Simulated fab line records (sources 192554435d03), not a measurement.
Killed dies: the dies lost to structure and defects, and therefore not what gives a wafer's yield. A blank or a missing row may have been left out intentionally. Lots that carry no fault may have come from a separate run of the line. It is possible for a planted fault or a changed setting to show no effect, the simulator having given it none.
The same fault as seen by 2 desks || flow n5Finfet || what lay behind the numbers comes last; until then each desk has only its own

METROLOGY DESK
Lot by lot, what the gauges showed, no matter which tool ran the lot: averages of those sampled wafers that carry a number. The brackets show how far a lot's mean lies from the usual mean; more than 4 standard deviations puts the lot out of limits, marked OUT. It has 10 readings; the 7 that lie furthest out on some lot are the ones shown.
Columns: A = IOFF_N at N5_BEOL_M4_RC_MEAS_101, usual 0.152 nA/um; B = IOFF_P at N5_BEOL_M4_RC_MEAS_101, usual 0.21 nA/um; C = ION_N at N5_BEOL_M4_RC_MEAS_101, usual 672 uA/um; D = ION_P at N5_BEOL_M4_RC_MEAS_101, usual 462 uA/um; E = SS_N at N5_BEOL_M4_RC_MEAS_101, usual 71.5 mV/dec; F = VT_N at N5_BEOL_M4_RC_MEAS_101, usual 250 mV; G = VT_P at N5_BEOL_M4_RC_MEAS_101, usual -250 mV
{"lot": "L617", "first seen here": "day 7 22:11", "A": 0.171, "B": 0.20, "C": 675, "D": 455, "E": 72.9, "F": 251, "G": -250}
{"lot": "L616", "first seen here": "day 8 04:01", "A": 0.153, "B": 0.22, "C": 674, "D": 468, "E": 71.6, "F": 250, "G": -248}
{"lot": "L619", "first seen here": "day 8 10:41", "A": 0.123, "B": 0.16, "C": 665, "D": 455, "E": 70.9, "F": 255, "G": -256}
{"lot": "L623", "first seen here": "day 9 17:10", "A": 0.134, "B": 0.17, "C": 665, "D": 454, "E": 71.6, "F": 254, "G": -256}
{"lot": "L626", "first seen here": "day 10 23:31", "A": 0.149, "B": 0.21, "C": 666, "D": 456, "E": 71.9, "F": 253, "G": -249}
{"lot": "L627", "first seen here": "day 11 00:23", "A": 0.159, "B": 0.21, "C": 676, "D": 464, "E": 71.5, "F": 250, "G": -247}
{"lot": "L632", "first seen here": "day 11 23:43", "A": 0.195, "B": 0.27, "C": 694, "D": 479, "E": 72.0, "F": 245, "G": -245}
{"lot": "L634", "first seen here": "day 12 07:54", "A": 0.170, "B": 0.23, "C": 684, "D": 464, "E": 71.4, "F": 247, "G": -248}
{"lot": "L633", "first seen here": "day 12 20:54", "A": 0.173, "B": 0.22, "C": 688, "D": 466, "E": 71.3, "F": 246, "G": -250}
This desk's verdict: no lot among the 9 shows anything out of limits.

THE TOOL OWNER'S DESK: rieDiel-02
The tool's own readings at N5_FIN_SAQP_HM_OPEN_33 (chemistry CH3F/O2, target SiNx, target depth 49.4 nm, time 70.6 s): means of the sampled wafers that have a number, for each lot that ran on this tool. The brackets show how far a lot's mean lies from the usual mean; more than 4 standard deviations puts the lot out of limits, marked OUT. Of its 8 readings 7 are shown: the one that was out of limits first, and those that lie furthest out on some lot.
Columns: A = CH3F_flow_sccm at N5_FIN_SAQP_HM_OPEN_33, usual 30.02 sccm; B = drypumpMotorCurrentA at N5_FIN_SAQP_HM_OPEN_33, usual 5.6 A; C = etchRfOnTimeS at N5_FIN_SAQP_HM_OPEN_33, usual 69.0 s; D = oesProductAu at N5_FIN_SAQP_HM_OPEN_33, usual 0.66 a.u.; E = rfVppV at N5_FIN_SAQP_HM_OPEN_33, usual 301 V; F = showerheadPlenumPTorr at N5_FIN_SAQP_HM_OPEN_33, usual 1.99 Torr; G = throttleValvePct at N5_FIN_SAQP_HM_OPEN_33, usual 16.37 %
{"lot": "L616", "first seen here": "day 2 01:31", "A": 29.97, "B": 5.2, "C": 69.3, "D": 0.69, "E": 298, "F": 1.92, "G": 16.43}
{"lot": "L626", "first seen here": "day 4 16:11", "A": 30.08, "B": 6.0, "C": 73.4, "D": 0.65, "E": 295, "F": 1.96, "G": 16.11}
{"lot": "L627", "first seen here": "day 4 20:45", "A": 30.04, "B": 5.8, "C": 70.0, "D": 0.68, "E": 296, "F": 1.96, "G": 16.10}
{"lot": "L632", "first seen here": "day 6 01:55", "A": 30.03, "B": 5.5, "C": 68.5, "D": 0.65, "E": 297, "F": 1.94, "G": 16.35}
{"lot": "L633", "first seen here": "day 6 07:50", "A": 29.97, "B": 5.6, "C": "62.1 (-4.1) OUT", "D": 0.78, "E": 299, "F": 2.02, "G": 16.11}
{"lot": "L634", "first seen here": "day 6 13:24", "A": 30.10, "B": 6.0, "C": 63.2, "D": 0.65, "E": 297, "F": 1.95, "G": 16.37}
Finding of this desk: L633 out of limits; the first was L633 at day 6 07:50, on etchRfOnTimeS at N5_FIN_SAQP_HM_OPEN_33. Within limits: L616, L626, L627, L632, L634.

ALL TOGETHER
On L633, at day 6 07:50, an alarm was possible from the tool owner's desk.
The metrology desk saw nothing out of limits.
The metrology desk has L633 on record, within its limits.
N5_FIN_SAQP_HM_OPEN_33 was run on rieDiel-02 by each of the lots named.

WHAT THE SIMULATOR PUT IN
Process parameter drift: rieDiel-02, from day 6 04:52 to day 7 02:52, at N5_FIN_SAQP_HM_OPEN_33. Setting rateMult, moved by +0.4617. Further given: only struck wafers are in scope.
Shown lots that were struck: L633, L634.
Time in hours from fault onset to the first out-of-limits reading at each desk: the tool owner's desk, 3.
